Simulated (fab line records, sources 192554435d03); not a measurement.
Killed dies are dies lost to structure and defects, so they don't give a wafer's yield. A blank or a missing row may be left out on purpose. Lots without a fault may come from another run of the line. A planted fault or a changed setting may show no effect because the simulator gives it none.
Split-lot experiment | flow n5_finfet | 7 lots, 21 wafers read, on a route of 1938 steps

THE SPLIT
At N5_BEOL_M6_COAT_05 (resist thk 90 nm), the setting spin_rpm was moved away from the recipe's 1500 rpm on 4 of the 21 wafers read, by -11.2% to +9.0%. The other wafers ran this setting at the recipe's value.

FROM THE SPLIT TO THE READING: what the file shows between them, 4 steps
- N5_BEOL_M6_EBR_07
- N5_BEOL_M6_SOFTBAKE_06: time 60 s
- N5_BEOL_M6_EXPOSE_08: exposes mask M6
- N5_BEOL_M6_PEB_09: peb time 60 s

THE READING
CAR-ArF_of_BEOL_M6_COAT_05.thk_nm (the simulator's own value, which no gauge read), in nm, at N5_BEOL_M6_DEVELOP_10 (develop time 30 s). The file gives no usual value for it. The 17 wafers here that ran the recipe average 88.5 nm, standard deviation 0.28 nm.

wafer  | tool, chamber at the split | spin_rpm as run, rpm | against the recipe | CAR-ArF_of_BEOL_M6_COAT_05.thk_nm, nm | against lot-mates on the recipe
L078.1 | litho_track-01, 0          | 1500                 | recipe             | 87.8                                  | -
L078.3 | litho_track-01, 0          | 1500                 | recipe             | 88.2                                  | -
L078.5 | litho_track-01, 0          | 1500                 | recipe             | 88.4                                  | -
L081.1 | litho_track-05, 0          | 1500                 | recipe             | 89                                    | -
L081.2 | litho_track-05, 0          | 1500                 | recipe             | 88.8                                  | -
L081.5 | litho_track-05, 0          | 1500                 | recipe             | 88.8                                  | -
L088.3 | litho_track-05, 0          | 1500                 | recipe             | 88.6                                  | -
L088.6 | litho_track-05, 0          | 1500                 | recipe             | 88.6                                  | -
L088.5 | litho_track-05, 0          | 1500                 | recipe             | 88.8                                  | -
L093.3 | litho_track-05, 0          | 1635                 | +9.0%              | 84.8                                  | -3.8
L093.5 | litho_track-05, 0          | 1500                 | recipe             | 88.6                                  | -
L093.6 | litho_track-05, 0          | 1635                 | +9.0%              | 85.2                                  | -3.4
L094.1 | litho_track-01, 0          | 1500                 | recipe             | 88.2                                  | -
L094.2 | litho_track-01, 0          | 1500                 | recipe             | 88.4                                  | -
L094.6 | litho_track-01, 0          | 1500                 | recipe             | 88.4                                  | -
L096.1 | litho_track-02, 0          | 1500                 | recipe             | 88.4                                  | -
L096.2 | litho_track-02, 0          | 1500                 | recipe             | 88.2                                  | -
L096.6 | litho_track-02, 0          | 1500                 | recipe             | 88.6                                  | -
L097.1 | litho_track-02, 0          | 1332                 | -11.2%             | 94                                    | +5.4
L097.2 | litho_track-02, 0          | 1500                 | recipe             | 88.6                                  | -
L097.5 | litho_track-02, 0          | 1332                 | -11.2%             | 93.8                                  | +5.2

THE FIT
A straight line over all 21 wafers: CAR-ArF_of_BEOL_M6_COAT_05.thk_nm changes by -0.445 nm for each +1% of spin_rpm; r = -0.99; the points scatter about the line by 0.34 nm.
The same after taking each lot's own level away (the mean of its wafers on the recipe; 21 wafers): -0.444 nm for each +1%; r = -0.99; scatter 0.21 nm.
On that fit, the largest move of spin_rpm shifts the reading by 5 nm.
The lots' own levels span 88.13 to 88.87 nm, that is 2.6 times the standard deviation above.
So the lot-to-lot level changes the slope little: the two slopes agree.
Check: with one of the wafers moved furthest among these (-11.2%) left out of the fit, the line predicts +4.85 nm for it against its lot-mates. It came out at +5.4 nm against them.

OTHER SPLITS ON THESE WAFERS
These wafers also went through other splits before the reading. Each is held against what the fit with the lots' levels taken away leaves over:
other split on the same wafers     | wafers away from the commonest value | r with CAR-ArF_of_BEOL_M6_COAT_05.thk_nm (lot level and that fit taken away)
N5_BEOL_M2_TRENCH_ETCH_37 source_w | 6                                    | +0.60
N5_BEOL_M3_EXPOSE_25 dose_mj       | 6                                    | +0.34
N5_BEOL_M3_DESCUM_33 time_s        | 9                                    | -0.09
N5_BEOL_M3_SPUTTER_81 time_s       | 6                                    | +0.08
N5_BEOL_M5_ETCH_68 time_s          | 7                                    | +0.46
N5_BEOL_M5_ETCH_41 source_w        | 11                                   | -0.11
N5_BEOL_M6_PECVD_70 temp_c         | 8                                    | -0.48

THE WHOLE CHAIN: every reading that the file lists as answering this split, in the file's order
step                  | what it does      | reading                                                                            | change (the file's fit)               | r (the file's)
N5_BEOL_M6_COAT_05    | resist thk 90 nm  | CAR-ArF_of_BEOL_M6_COAT_05.thk_nm (the simulator's own value, which no gauge read) | -0.449 nm for each +1% of the setting | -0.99
N5_BEOL_M6_DEVELOP_10 | develop time 30 s | CAR-ArF_of_BEOL_M6_COAT_05.thk_nm (the simulator's own value, which no gauge read) | -0.444 nm for each +1% of the setting | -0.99

THE FILE'S OWN FIT
CAR-ArF_of_BEOL_M6_COAT_05.thk_nm changes by -0.444 nm for each +1% of spin_rpm, r = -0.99.
